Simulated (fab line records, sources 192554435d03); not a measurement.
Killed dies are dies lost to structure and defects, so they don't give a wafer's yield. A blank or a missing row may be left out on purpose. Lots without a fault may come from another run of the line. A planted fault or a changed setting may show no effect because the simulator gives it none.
fab line records | flow n5_finfet
record lots=6 wafers=18 last_day=17
route steps=1938 shown BEOL_M11@1545 PASSIVATION@1936
lots that met no fault: from a run of the same line without faults
start_h: hours from the record's first day to the start of the lot's first wafer shown | wait_h: hours since the lot's step before | " the same as in the row above | L1.1+2: a row that stands for several wafers | - no value, or no start given | * or withheld: withheld | < > ~ a bound
route shown NAME@n: a module of which the file shows steps, and the number in the route of the first | usual: mean/standard deviation of fault-free wafers | same: alike in all rows | chamber/n: place in a boat | sites: the reading at each site | _std_site: their standard deviation | _edge_site: outer sites' mean less inner sites' | radius_mm: how far each site lies from the wafer's centre | mask NAME#n: copy n | behind: the tool/chamber that last shaped the wafer | hold: why the lot was held/for how many hours/how that ended | device: the transistor (n, p or np) that didn't switch | end of line: the same wafers' tests at the end of the route | a step without rows: its recipe alone | killed: dies lost to structure and defects at the first sort, not the wafer's yield | map: a wafer's dies, x killed, . not, _ none there
set.NAME: the setting as run; set.NAME@STEP: as run at that earlier step | model.NAME: the simulator's own value behind a step, which no gauge read
lots at some steps of the route; a table a step, a row a wafer
services: from which hour (start_h, from the record's first day; less than 0 if before it) a tool's chamber was out of use, for how many hours, and why
## steps
# step N5_BEOL_M11_SOFTBAKE_06
# recipe temp_c=110 time_s=60 resist=CAR-ArF
# step N5_BEOL_M11_EXPOSE_08
# recipe mask_id=M11 na=1.35 source_shape=dipole sigma_inner=0.411 sigma_outer=0.611 polarization=te dose_mj=53.75
# step N5_BEOL_M11_PEB_09
# recipe peb_temp_c=withheld peb_time_s=60 resist=CAR-ArF
# step N5_BEOL_M11_DEVELOP_10
# recipe develop_time_s=30 developer=TMAH resist=CAR-ArF rinse_liquid=diw dry=air_spin dev_temp_c=23
# step N5_BEOL_M11_CD_MEAS_11
# recipe target_cd_nm=64.1 landing_energy_ev=500 detector=se_inlens polarity=opening
# usual cd_nm=63.6/0.78
# columns lot.wafer tool chamber start_h wait_h cd_nm
L644.1 cd_sem-01 0 231.79 - 61.9
L644.2 " 0 " " 64.0
L644.5 " 0 " " 63.3
L652.4 cd_sem-01 0 281.21 - 63.3
L652.5 " 0 " " 63.6
L652.6 " 0 " " 63.4
L657.1 cd_sem-01 0 317.24 - 63.4
L657.2 " 0 " " 63.3
L657.6 " 0 " " 62.9
L655.2 cd_sem-01 0 317.40 - 63.9
L655.5 " 0 " " 64.7
L655.6 " 0 " " 64.1
L659.1 cd_sem-03 0 317.64 - 64.5
L659.3 " 0 " " 63.4
L659.4 " 0 " " 64.0
L666.2 cd_sem-03 0 380.39 - 65.3
L666.4 " 0 " " 65.1
L666.5 " 0 " " 63.4
# step N5_BEOL_M11_OVL_MEAS_12
# recipe points_per_wafer=44
# usual M11_OVL=0.2/0.83
# columns lot.wafer tool chamber start_h wait_h M11_OVL[nm]
L644.1 overlay-02 0 231.82 0.0 0.1
L644.2 " 0 " " 0.0
L644.5 " 0 " " 1.0
L652.4 overlay-01 0 281.23 0.0 -0.9
L652.5 " 0 " " 0.7
L652.6 " 0 " " 1.3
L657.1 overlay-02 0 317.28 0.0 1.2
L657.2 " 0 " " 0.7
L657.6 " 0 " " 0.3
L655.2 overlay-02 0 317.43 0.0 -0.1
L655.5 " 0 " " 0.5
L655.6 " 0 " " -0.2
L659.1 overlay-01 0 317.67 0.0 0.4
L659.3 " 0 " " 0.9
L659.4 " 0 " " 1.4
L666.2 overlay-01 0 380.42 0.0 -0.3
L666.4 " 0 " " -0.1
L666.5 " 0 " " 0.6
# step N5_BEOL_M11_INSPECT_13
# recipe mode=adi inspect_instrument=brightfield
# usual raw_defect_count=405/97
# columns lot.wafer tool chamber start_h wait_h raw_defect_count
L644.1 defect_inspect-02 - 231.84 0.0 403
L644.2 " - " " 511
L644.5 " - " " 368
L652.4 defect_inspect-01 - 281.26 0.0 528
L652.5 " - " " 539
L652.6 " - " " 596
L657.1 defect_inspect-02 - 317.30 0.0 378
L657.2 " - " " 369
L657.6 " - " " 356
L655.2 defect_inspect-02 - 317.46 0.0 354
L655.5 " - " " 333
L655.6 " - " " 232
L659.1 defect_inspect-02 - 317.70 0.0 259
L659.3 " - " " 262
L659.4 " - " " 299
L666.2 defect_inspect-02 - 380.44 0.0 367
L666.4 " - " " 465
L666.5 " - " " 438
# step N5_BEOL_M11_DESCUM_16
# recipe chemistry=O2 time_s=7.9 source_power_w=50 bias_power_w=20 pressure_mtorr=20 rf_frequency_hz=2.712e+07 temp_c=40 resist=CAR-ArF o2_flow_sccm=225
# usual chamber_pressure_mTorr=20.004/0.018 drypump_motor_current_A=5.5/0.36 oes_product_au=0.79/0.086 rf_vpp_V=243.0/1.5 showerhead_plenum_p_Torr=2.10/0.071 throttle_valve_pct=20.51/0.21
# same time_s=7.9
# columns lot.wafer tool chamber start_h wait_h chamber_pressure_mTorr drypump_motor_current_A oes_product_au rf_hours_counter_h rf_vpp_V showerhead_plenum_p_Torr throttle_valve_pct
L644.1 rie_diel-06 3 232.20 0.3 20.019 5.2 0.85 54 245.9 2.20 20.06
L644.2 " 2 " " 20.007 6.1 0.75 145 244.3 2.10 20.50
L644.5 " 2 " " 19.999 6.1 0.75 - 242.3 2.10 20.47
L652.4 rie_diel-04 0 281.29 0.0 20.005 5.6 0.82 79 242.2 2.06 20.58
L652.5 " 3 " " 20.004 5.4 0.71 - 246.3 2.18 20.65
L652.6 " 0 " " 20.007 5.6 0.82 - 242.3 2.06 20.58
L657.1 rie_diel-04 0 317.40 0.1 20.001 5.6 0.80 91 242.3 2.06 20.58
L657.2 " 3 " " 20.020 5.4 0.70 237 243.5 2.17 20.68
L657.6 " 1 " " 19.998 5.0 0.91 - 242.3 2.04 20.27
L655.2 rie_diel-02 3 317.72 0.3 20.029 5.7 0.82 83 244.3 2.22 20.82
L655.5 " 2 " " 19.977 5.8 0.87 - 241.5 2.05 20.19
L655.6 " 1 " " 19.980 6.0 0.69 - 240.5 2.09 20.84
L659.1 rie_diel-02 3 318.02 0.3 19.962 5.7 0.83 83 245.6 2.22 20.83
L659.3 " 2 " " 20.013 5.8 0.87 55 241.9 2.05 20.21
L659.4 " 0 " " 20.015 4.8 0.94 19 243.3 2.07 20.48
L666.2 rie_diel-04 0 380.48 0.0 20.001 5.6 0.78 112 241.4 2.05 20.63
L666.4 " 0 " " 19.993 5.6 0.78 - 239.7 2.05 20.62
L666.5 " 2 " " 19.985 5.7 0.67 - 240.2 1.99 20.51
# step N5_BEOL_M11_ETCH_61
# recipe chemistry=CF4 target=SiARC target_depth_a=390 mask_material=CAR-ArF time_s=65 ion_energy_ev=80 pressure_mtorr=40 source_w=545 bias_w=36 Ar_flow_sccm=100 cf4_flow_sccm=100 ends=cleared
# usual cf4_flow_sccm=100.0/0.31 chamber_pressure_mTorr=40.01/0.035 drypump_motor_current_A=5.5/0.36 etch_rf_on_time_s=65.0/2.2 oes_product_au=0.68/0.073 rf_vpp_V=184.0/1.1 showerhead_plenum_p_Torr=2.14/0.067 throttle_valve_pct=15.65/0.2
# columns lot.wafer tool chamber start_h wait_h cf4_flow_sccm chamber_pressure_mTorr drypump_motor_current_A etch_rf_on_time_s oes_product_au rf_hours_counter_h rf_vpp_V showerhead_plenum_p_Torr throttle_valve_pct
L644.1 rie_diel-06 3 232.23 0.0 100.2 40.04 5.2 65.6 0.72 54 184.6 2.25 15.34
L644.2 " 2 " " 99.6 40.09 6.1 63.6 0.66 145 184.5 2.14 15.65
L644.5 " 2 " " 99.9 40.01 6.1 63.7 0.65 - 182.4 2.14 15.63
L652.4 rie_diel-04 0 281.33 0.0 100.2 40.01 5.6 68.9 0.69 79 182.7 2.10 15.56
L652.5 " 3 " " 99.7 39.97 5.4 64.4 0.60 - 185.5 2.21 15.84
L652.6 " 0 " " 100.0 40.03 5.6 68.2 0.69 - 182.9 2.10 15.57
L657.1 rie_diel-04 0 317.43 0.0 100.0 40.02 5.6 68.3 0.68 91 183.6 2.10 15.60
L657.2 " 3 " " 99.7 40.03 5.4 64.4 0.60 237 185.2 2.21 15.87
L657.6 " 1 " " 99.4 39.96 5.0 68.5 0.77 - 183.4 2.09 15.41
L655.2 rie_diel-02 3 317.76 0.0 99.8 39.96 5.7 64.8 0.70 83 185.2 2.24 15.83
L655.5 " 2 " " 100.4 39.99 5.8 62.6 0.75 - 183.9 2.09 15.24
L655.6 " 1 " " 100.0 40.02 6.0 65.8 0.58 - 183.9 2.11 15.91
L659.1 rie_diel-02 3 318.05 0.0 100.5 40.03 5.7 63.8 0.72 83 185.7 2.24 15.82
L659.3 " 2 " " 100.0 40.01 5.8 61.3 0.76 55 182.0 2.09 15.23
L659.4 " 0 " " 100.3 40.04 4.8 61.4 0.81 19 183.5 2.13 15.60
L666.2 rie_diel-04 0 380.51 0.0 100.0 40.02 5.7 67.7 0.67 112 184.2 2.09 15.64
L666.4 " 0 " " 100.1 40.04 5.7 67.5 0.66 - 184.4 2.09 15.64
L666.5 " 2 " " 100.0 39.97 5.8 66.5 0.58 - 183.1 2.04 15.73
# step N5_BEOL_M11_ETCH_62
# recipe chemistry=N2/H2 target=SOC target_depth_a=1100 overetch_a=220 mask_material=SiARC temp_c=40 time_s=165 ion_energy_ev=200 pressure_mtorr=30 source_w=840 bias_w=150 n2_flow_sccm=200 h2_flow_sccm=200
# usual chamber_pressure_mTorr=30.00/0.032 drypump_motor_current_A=5.5/0.36 n2_flow_sccm=199.9/0.56 oes_product_au=0.67/0.07 rf_vpp_V=523.7/2.5 showerhead_plenum_p_Torr=2.54/0.097 throttle_valve_pct=17.89/0.21
# same time_s=165
# columns lot.wafer tool chamber start_h wait_h chamber_pressure_mTorr drypump_motor_current_A n2_flow_sccm oes_product_au rf_hours_counter_h rf_vpp_V showerhead_plenum_p_Torr throttle_valve_pct
L644.1 rie_diel-06 3 232.28 0.0 29.99 5.2 200.7 0.71 54 527.9 2.71 17.71
L644.2 " 2 " " 29.95 6.1 199.5 0.65 145 524.8 2.55 17.91
L644.5 " 2 " " 29.98 6.1 200.3 0.64 - 521.6 2.55 17.94
L652.4 rie_diel-04 0 281.38 0.0 30.04 5.6 199.3 0.70 79 521.9 2.47 17.80
L652.5 " 3 " " 30.04 5.4 199.5 0.59 - 527.1 2.63 17.96
L652.6 " 0 " " 29.94 5.6 200.1 0.71 - 520.3 2.47 17.79
L657.1 rie_diel-04 0 317.48 0.0 30.04 5.7 200.8 0.69 91 522.8 2.47 17.82
L657.2 " 3 " " 30.01 5.4 199.5 0.58 238 526.8 2.62 17.99
L657.6 " 1 " " 30.00 5.0 200.0 0.78 - 521.4 2.49 17.64
L655.2 rie_diel-02 3 317.81 0.0 29.98 5.7 198.8 0.70 83 526.6 2.69 18.29
L655.5 " 2 " " 29.95 5.8 200.3 0.73 - 521.9 2.46 17.46
L655.6 " 1 " " 30.05 6.0 200.2 0.58 - 521.0 2.48 17.95
L659.1 rie_diel-02 3 318.10 0.0 30.00 5.7 199.6 0.70 83 528.8 2.69 18.28
L659.3 " 2 " " 29.97 5.8 200.3 0.73 55 521.4 2.46 17.42
L659.4 " 0 " " 29.98 4.8 200.9 0.78 20 523.6 2.51 17.93
L666.2 rie_diel-04 0 380.56 0.0 29.98 5.7 199.9 0.68 112 520.3 2.46 17.84
L666.4 " 0 " " 30.00 5.7 199.6 0.67 - 522.2 2.46 17.84
L666.5 " 2 " " 30.03 5.7 199.7 0.58 - 519.4 2.40 17.79
# step N5_BEOL_M11_STRIP_68
# recipe chemistry=N2/H2 temp_c=40 n2_flow_sccm=200 h2_flow_sccm=200 rf_frequency_hz=6e+07
# step N5_BEOL_M11_STRIP_67
# recipe chemistry=CF4 resist=SiARC power_w=300 bias_power_w=75 pressure_mtorr=50 cf4_flow_sccm=150 rf_frequency_hz=6e+07
# usual cf4_flow_sccm=150.0/0.47 chamber_pressure_mTorr=50.01/0.13 drypump_motor_current_A=5.5/0.36 oes_product_au=0.79/0.082 rf_vpp_V=271.2/1.6 showerhead_plenum_p_Torr=1.79/0.056 throttle_valve_pct=13.62/0.23
# columns lot.wafer tool chamber start_h wait_h cf4_flow_sccm chamber_pressure_mTorr drypump_motor_current_A oes_product_au rf_hours_counter_h rf_vpp_V showerhead_plenum_p_Torr throttle_valve_pct
L644.1 rie_diel-06 3 232.43 0.0 150.0 50.01 5.2 0.85 54 272.7 1.88 13.28
L644.2 " 2 " " 149.6 50.07 6.1 0.76 145 272.1 1.81 13.70
L644.5 " 2 " " 149.9 49.91 6.1 0.76 - 270.5 1.81 13.70
L652.4 rie_diel-04 0 281.52 0.0 150.0 49.87 5.6 0.83 79 269.6 1.76 13.51
L652.5 " 3 " " 150.2 49.92 5.4 0.69 - 273.2 1.85 13.87
L652.6 " 0 " " 150.1 50.02 5.6 0.83 - 271.7 1.76 13.51
L657.1 rie_diel-04 0 317.63 0.0 150.3 50.02 5.6 0.82 91 270.3 1.76 13.52
L657.2 " 3 " " 150.5 50.01 5.4 0.69 238 273.7 1.85 13.88
L657.6 " 1 " " 150.3 50.03 5.0 0.92 - 271.1 1.75 13.35
L655.2 rie_diel-02 3 317.96 0.0 150.1 49.98 5.7 0.83 83 275.2 1.89 13.82
L655.5 " 2 " " 150.1 50.02 5.8 0.86 - 272.1 1.74 13.16
L655.6 " 1 " " 150.2 49.94 6.0 0.67 - 270.9 1.79 13.95
L659.1 rie_diel-02 3 318.25 0.0 150.1 49.93 5.7 0.83 83 272.2 1.89 13.82
L659.3 " 2 " " 149.8 49.94 5.8 0.85 55 270.6 1.74 13.17
L659.4 " 0 " " 149.5 50.00 4.8 0.90 20 271.1 1.77 13.48
L666.2 rie_diel-04 0 380.71 0.0 150.0 50.02 5.6 0.80 112 270.4 1.75 13.57
L666.4 " 0 " " 150.6 49.94 5.6 0.79 - 269.5 1.75 13.58
L666.5 " 2 " " 150.0 49.97 5.7 0.69 - 268.7 1.71 13.76
# step N5_BEOL_M11_HM_OPEN_17
# recipe chemistry=Cl2/BCl3 target_depth_a=200 overetch_a=60 target=TiN mask_material=SOC ion_energy_ev=150 pressure_mtorr=10 icp_w=1000 bias_w=126 Cl2_flow_sccm=53.25 bcl3_flow_sccm=21.75 Ar_flow_sccm=25
# usual chamber_pressure_mTorr=10.000/0.0092 drypump_motor_current_A=5.8/0.45 he_backside_leak_sccm=3.42/0.27 oes_product_au=0.68/0.095 throttle_valve_pct=22.2/0.3
# columns lot.wafer tool chamber start_h wait_h chamber_pressure_mTorr drypump_motor_current_A he_backside_leak_sccm oes_product_au rf_hours_counter_h throttle_valve_pct model.SOC_of_BEOL_M11_COAT_59.thk_nm
L644.1 rie_metal-03 1 232.47 0.0 9.999 5.4 5.24 0.74 17 22.2 91.6
L644.2 " 0 " " 9.997 5.9 3.35 0.56 99 22.7 92
L644.5 " 1 " " 9.998 5.4 3.44 0.75 - 22.2 91.8
L652.4 rie_metal-03 0 281.59 0.1 10.026 5.9 3.49 0.56 - 22.7 92.2
L652.5 " 0 " " 10.010 5.9 3.42 0.55 - 22.7 92.2
L652.6 " 1 " " 9.991 5.4 3.56 0.73 - 22.2 91.8
L657.1 rie_metal-02 1 317.67 0.0 10.011 6.2 3.79 0.76 6 22.0 92
L657.2 " 1 " " 10.007 6.2 3.68 0.76 - 22.0 92.2
L657.6 " 1 " " 9.995 6.2 3.47 0.76 - 22.0 92.2
L655.2 rie_metal-03 1 318.00 0.0 10.015 5.4 3.73 0.71 24 22.2 91.6
L655.5 " 0 " " 9.999 5.9 3.21 0.55 - 22.8 89.2
L655.6 " 1 " " 10.005 5.4 3.76 0.73 - 22.2 91.8
L659.1 rie_metal-03 0 318.29 0.0 9.997 5.9 3.29 0.54 106 22.8 88.8
L659.3 " 1 " " 9.996 5.4 3.58 0.71 - 22.2 91.6
L659.4 " 0 " " 10.005 5.9 3.29 0.55 - 22.8 88.8
L666.2 rie_metal-02 0 380.75 0.0 10.012 6.5 3.05 0.72 16 22.1 91.6
L666.4 " 1 " " 10.010 6.2 3.31 0.72 - 22.1 91.8
L666.5 " 1 " " 9.991 6.2 3.39 0.72 - 22.0 92.2
# step N5_BEOL_M11_STRIP_19
# recipe chemistry=O2 power_w=400 temp_c=40 pressure_mtorr=30 rf_frequency_hz=6e+07 bias_power_w=0 overash_fraction=0.2 o2_flow_sccm=225
# usual chamber_pressure_mTorr=30.00/0.035 drypump_motor_current_A=5.5/0.37 oes_product_au=0.80/0.091 rf_vpp_V=3.6/0.63 showerhead_plenum_p_Torr=2.10/0.07 throttle_valve_pct=16.73/0.22
# columns lot.wafer tool chamber start_h wait_h chamber_pressure_mTorr drypump_motor_current_A oes_product_au rf_hours_counter_h rf_vpp_V showerhead_plenum_p_Torr throttle_valve_pct
L644.1 rie_diel-06 2 232.58 0.1 30.00 6.1 0.76 145 4.1 2.11 16.74
L644.2 " 3 " " 30.06 5.2 0.85 54 4.8 2.21 16.35
L644.5 " 3 " " 30.01 5.2 0.86 - 3.5 2.21 16.35
L652.4 rie_diel-02 3 281.67 0.1 29.95 5.7 0.83 71 3.2 2.23 16.98
L652.5 " 1 " " 29.97 6.0 0.70 - 3.1 2.10 17.04
L652.6 " 0 " " 29.98 4.8 0.98 - 3.9 2.07 16.63
L657.1 rie_diel-04 3 317.98 0.3 29.96 5.4 0.70 238 4.4 2.18 16.96
L657.2 " 0 " " 29.94 5.7 0.80 91 3.6 2.06 16.75
L657.6 " 3 " " 30.01 5.4 0.69 - 3.4 2.18 16.97
L655.2 rie_diel-06 0 318.11 0.1 29.96 5.6 0.71 195 4.8 2.16 16.77
L655.5 " 3 " " 30.04 5.2 0.82 - 4.8 2.20 16.39
L655.6 " 2 " " 30.00 6.1 0.73 - 4.3 2.10 16.80
L659.1 rie_diel-02 1 318.40 0.1 29.94 6.0 0.69 245 3.8 2.10 17.08
L659.3 " 0 " " 30.02 4.8 0.93 20 3.5 2.07 16.66
L659.4 " 2 " " 30.03 5.8 0.86 55 3.5 2.05 16.38
L666.2 rie_diel-02 3 380.86 0.1 29.94 5.7 0.78 103 3.7 2.22 17.04
L666.4 " 1 " " 29.95 6.0 0.97 6 3.6 2.09 16.66
L666.5 " 1 " " 30.01 6.0 0.97 - 4.4 2.09 16.65
# step N5_PASSIVATION_PROBE_49
# usual defect_limited_yield=91.0/1.4 killed_at_M0_to_M3=35/10 killed_at_M4_up=14/5.5 killed_at_contacts=13/5.6 killed_at_front_end=41/11 killed_at_other=4/3.4 killed_dies=106/16 killed_open=68/12 killed_short=35/7.3 sort_bin_4_leakage=0.3/2.1 sort_bin_5_function=5.3/0.89 sort_bin_6_memory=3.4/0.67 sort_bin_8_speed=0.01/0.11 sort_n_pass=1070/28 sort_yield_pct=90.7/2.4
# same gross_dies=1180 killed_at_back_side=0
# columns lot.wafer tool chamber start_h wait_h defect_limited_yield[%] killed_at_M0_to_M3 killed_at_M4_up killed_at_contacts killed_at_front_end killed_at_other killed_dies killed_open killed_short sort_bin_4_leakage[%] sort_bin_5_function[%] sort_bin_6_memory[%] sort_bin_8_speed[%] sort_n_pass sort_yield_pct[%]
L666.2 prober-02 - 419.58 0.1 92.5 25 10 9 39 5 88 54 32 0 4.2 3.2 0 1092 92.5
L666.4 prober-02 - 419.68 0.2 90.8 43 6 12 41 6 108 60 46 0 5.4 3.5 0 1072 90.8
L666.5 prober-02 - 419.73 0.2 89.7 38 23 14 43 4 122 74 47 0 6.5 3.7 0 1058 89.7
# killed by level:class
L666.2 FIN_SAQP:geometric_particle:short=14 BEOL_M1:geometric_particle:open=12 MOL_CONTACT_COAG:geometric_particle:open=8 FIN_SAQP:geometric_particle:open=5 STI_FIN_REVEAL:geometric_particle:open=4 BEOL_M0_SAQP:geometric_particle:short=4 BEOL_M2:geometric_particle:open=4 DUMMY_GATE:geometric_particle:open=3
L666.4 BEOL_M0_SAQP:geometric_particle:open=11 BEOL_M1:geometric_particle:open=9 FIN_SAQP:geometric_particle:short=8 STI_FIN_REVEAL:geometric_particle:open=8 MOL_CONTACT_COAG:geometric_particle:open=8 BEOL_M0_SAQP:geometric_particle:short=8 DUMMY_GATE:geometric_particle:open=5 BEOL_M3:geometric_particle:open=5
L666.5 BEOL_M4:geometric_particle:open=13 FIN_SAQP:geometric_particle:short=12 DUMMY_GATE:geometric_particle:open=11 MOL_CONTACT_COAG:geometric_particle:open=8 BEOL_M0_SAQP:geometric_particle:open=7 BEOL_M1:geometric_particle:open=7 STI_FIN_REVEAL:geometric_particle:open=6 MOL_CONTACT_COAG:geometric_particle:short=6
## services
# columns tool chamber start_h hours kind
rie_diel-04 0 222.79 11.3 repair
rie_diel-04 2 228.08 2.4 repair
rie_diel-02 0 234.65 - clean
rie_diel-02 0 234.65 - consumable_replace:focus_ring
rie_diel-02 0 234.65 19.3 scheduled_down
rie_diel-02 0 234.65 19.3 vent_cycle
rie_diel-04 1 249.86 - clean
rie_diel-04 1 249.86 - consumable_replace:focus_ring
rie_diel-04 1 249.86 12.2 scheduled_down
rie_diel-04 1 249.86 12.2 vent_cycle
rie_metal-02 - 279.08 0.3 repair
rie_diel-06 2 299.45 8.1 repair
rie_metal-03 0 331.76 - clean
rie_metal-03 0 331.76 26.2 scheduled_down
rie_metal-03 0 331.76 26.2 vent_cycle
rie_diel-06 0 337.05 4.8 repair
rie_diel-02 1 338.56 - clean
rie_diel-02 1 338.56 - consumable_replace:focus_ring
rie_diel-02 1 338.56 16.8 scheduled_down
rie_diel-02 1 338.56 16.8 vent_cycle
rie_diel-04 3 361.23 - clean
rie_diel-04 3 361.23 - consumable_replace:focus_ring
rie_diel-04 3 361.23 19.9 scheduled_down
rie_diel-04 3 361.23 19.9 vent_cycle
## key
first_sign none at tools or gauges
model_effect step=N5_BEOL_M11_HM_OPEN_17 value=SOC_of_BEOL_M11_COAT_59.thk_nm without=91.87 struck=88.93
met_at N5_BEOL_M11_HM_OPEN_17
struck_wafers L655.5,L659.1,L659.4
onset_between 281.59 318.00
fault kind=process_parameter_drift tool=rie_metal-03 chamber=0 onset_h=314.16 steps=N5_BEOL_M11_HM_OPEN_17 channel=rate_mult offset=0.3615 shape=step end_h=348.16
